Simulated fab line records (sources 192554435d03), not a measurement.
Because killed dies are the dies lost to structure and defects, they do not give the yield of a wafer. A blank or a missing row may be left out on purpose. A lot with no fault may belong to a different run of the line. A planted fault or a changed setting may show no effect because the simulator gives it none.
A struck lot beside a sound one -- flow n5_finfet -- 15 out of 1938 route steps
Sound: wafers L823.1, L823.4, L823.5. Wafers L830.3, L830.4, L830.5 were the ones struck. The cause is named last.
At each step with rows: each side's tool, then ch and its chambers, then its first start. Under that, the readings that differ: sound wafers -- struck wafers -- difference of the means -- sigmas: that difference in standard deviations of wafers without a fault.
alike: a reading whose means differ by less than 2 such deviations, as well as words and numbers matching on both sides. not compared: withheld readings; readings where some wafer has no value; bounds like >300 that might hide an equal value; numbers whose values overlap and for which the record gives no deviation.
A row with sigmas, a row that says differs or no value, or rows on one side alone: a step with any of these is where the two part. When numbers do not overlap yet have no deviation, they are printed without sigmas and do not part them. A reading missing from all wafers of one side parts the sides only when that side holds two or more wafers.

N5_BEOL_M5_DEGAS_44: time 60 s.
  struck on pvd_sputter-03, day 11 12:11; sound on pvd_sputter-03, day 9 07:54
  alike: heater_power_w
N5_BEOL_M5_PRE_CLEAN_45: time 30 s.
  struck on pvd_sputter-03, day 11 12:13; sound on pvd_sputter-03, day 9 07:56
  alike: heater_power_w
then, 3 steps without rows for these wafers: N5_BEOL_M5_ALD_86 (deposits TaN, pulse time 2 s, purge time 3 s, co reactant purge time 2 s); N5_BEOL_M5_SURFACE_TREAT_87; N5_BEOL_M5_CVD_47 (deposits Co from CCTBA/H2, target thk 3 nm, time 216 s).
N5_BEOL_M5_SPUTTER_48: material Cu, target thk 15 nm, time 27.62 s.
  struck on pvd_sputter-02, day 11 13:13; sound on pvd_sputter-02, day 9 08:52
  alike: chamber_pressure_pa, throttle_valve_pct
then, 1 step without rows for these wafers: N5_BEOL_M5_ANNEAL_49 (time 1800 s).
N5_BEOL_M5_SPUTTER_81: material Cu, target thk 15 nm, time 27.62 s.
  struck on pvd_sputter-02, day 11 14:18; sound on pvd_sputter-02, day 9 09:56
  alike: chamber_pressure_pa, throttle_valve_pct
then, 2 steps without rows for these wafers: N5_BEOL_M5_ANNEAL_82 (time 1800 s); N5_BEOL_M5_SPUTTER_83 (material Cu, target thk 15 nm, time 27.62 s).
N5_BEOL_M5_ANNEAL_84: time 1800 s.
  struck on pvd_sputter-02, day 11 15:28; sound on pvd_sputter-02, day 9 11:07
reading,sound,struck,difference,sigmas
susceptor_temp_C (C),399.72 399.75 399.74,400.06 400.13 400.42,+0.47,+2
  alike: heater_power_w
then, 1 step without rows for these wafers: N5_BEOL_M5_SPUTTER_88 (material Cu, target thk 15 nm, time 27.62 s).
N5_BEOL_M5_ANNEAL_89: time 1800 s.
  struck on pvd_sputter-02, day 11 16:41; sound on pvd_sputter-02, day 9 12:12
  no value came back on the struck wafers for heater_power_w (W), susceptor_temp_C (C); on the sound wafers heater_power_w (W) reads 940 754 772
then, 2 steps without rows for these wafers: N5_BEOL_M5_SPUTTER_90 (material Cu, target thk 4.5 nm, time 8.29 s); N5_PASSIVATION_PROBE_49.

== WHERE THEY PART ==
Earliest at N5_BEOL_M5_ANNEAL_84; latest, in this record, at N5_BEOL_M5_ANNEAL_89.

WHY: what had been put in by the simulator
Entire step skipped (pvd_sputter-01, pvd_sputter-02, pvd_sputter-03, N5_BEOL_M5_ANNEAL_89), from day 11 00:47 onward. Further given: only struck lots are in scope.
